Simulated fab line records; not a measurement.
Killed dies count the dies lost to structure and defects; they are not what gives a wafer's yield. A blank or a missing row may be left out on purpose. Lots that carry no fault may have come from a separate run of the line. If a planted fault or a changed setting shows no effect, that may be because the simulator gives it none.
Matching of chambers + flow n5-finfet + 4 sister chambers for N5_GATE_CUT_ALD_22 on ald-sin-01
The step deposits SiNx, target thk 16 nm, pulse time 1 s, ald cycles 320. 16 wafers are shown with their chamber, then 8 later ones without.

== WAFERS WITH THEIR CHAMBER ==
| wafer  | chamber | heater-power-w (W) | precursor-pulse-height-rel | susceptor-temp-C (C) |
|--------|---------|--------------------|----------------------------|----------------------|
| L079.1 | 3       | 808                | 0.996                      | 399.70               |
| L079.4 | 0       | 815                | 0.974                      | 399.53               |
| L079.6 | 1       | 877                | 0.977                      | 399.82               |
| L084.1 | 0       | 808                | 1.014                      | 400.22               |
| L084.3 | 2       | 724                | 1.007                      | 399.95               |
| L084.5 | 1       | 870                | 1.001                      | 400.14               |
| L085.2 | 2       | 732                | 1.019                      | 399.91               |
| L085.4 | 1       | 880                | 0.966                      | 399.68               |
| L085.6 | 1       | 870                | 1.061                      | 399.82               |
| L088.1 | 0       | 796                | 0.997                      | 400.05               |
| L088.4 | 2       | 702                | 1.008                      | 400.07               |
| L088.5 | 1       | 873                | 1.013                      | 399.88               |
| L089.1 | 3       | 824                | 0.985                      | 400.04               |
| L089.4 | 1       | 884                | 0.992                      | 399.81               |
| L089.6 | 1       | 890                | 1.017                      | 400.12               |
| L093.2 | 0       | 828                | 0.975                      | 400.13               |

SIGNATURES (means of the wafers above)
| reading                    | chamber 0 | chamber 1 | chamber 2 | chamber 3 | scatter within a chamber |
|----------------------------|-----------|-----------|-----------|-----------|--------------------------|
| heater-power-w             | 811.75    | 877.71    | 719.33    | 816.00    | 11.1                     |
| precursor-pulse-height-rel | 0.99000   | 1.00386   | 1.01133   | 0.99050   | 0.0243                   |
| susceptor-temp-C           | 399.9825  | 399.8957  | 399.9767  | 399.8700  | 0.211                    |
Rule: a wafer lies at a distance from a chamber equal to the root of the sum of squares, over the readings, of (its reading less the chamber's mean, divided by the reading's scatter). If the next closest chamber is less than 2 further off than the closest, the wafer can't be placed; otherwise it belongs to the closest. The scatter: take each reading less its chamber's mean, square it, sum over the shown wafers, divide by the number of wafers less the number of chambers, and take the root.

== WAFERS MISSING THEIR CHAMBER ==
| wafer  | heater-power-w (W) | precursor-pulse-height-rel | susceptor-temp-C (C) |
|--------|--------------------|----------------------------|----------------------|
| L093.4 | 894                | 0.997                      | 400.17               |
| L093.6 | 831                | 0.994                      | 400.15               |
| L094.4 | 836                | 1.011                      | 399.93               |
| L094.5 | 824                | 0.984                      | 399.94               |
| L094.6 | 837                | 1.019                      | 400.14               |
| L096.1 | 832                | 1.032                      | 399.85               |
| L096.3 | 726                | 0.991                      | 399.68               |
| L096.4 | 812                | 1.047                      | 399.88               |

== WHICH CHAMBER EACH ONE RAN IN ==
| wafer  | from the rows above          | in truth |
|--------|------------------------------|----------|
| L093.4 | 1                            | 1        |
| L093.6 | can't be placed: 3 or 0      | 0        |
| L094.4 | can't be placed: 3 or 0 or 1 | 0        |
| L094.5 | can't be placed: 3 or 0      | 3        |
| L094.6 | can't be placed: 3 or 0 or 1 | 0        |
| L096.1 | can't be placed: 3 or 0      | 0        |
| L096.3 | 2                            | 2        |
| L096.4 | can't be placed: 3 or 0      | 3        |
Correct placement for 2 of the 8. From these rows, 6 cannot be placed; in 6 the true chamber is one of the candidates. Wrongly placed: 0.
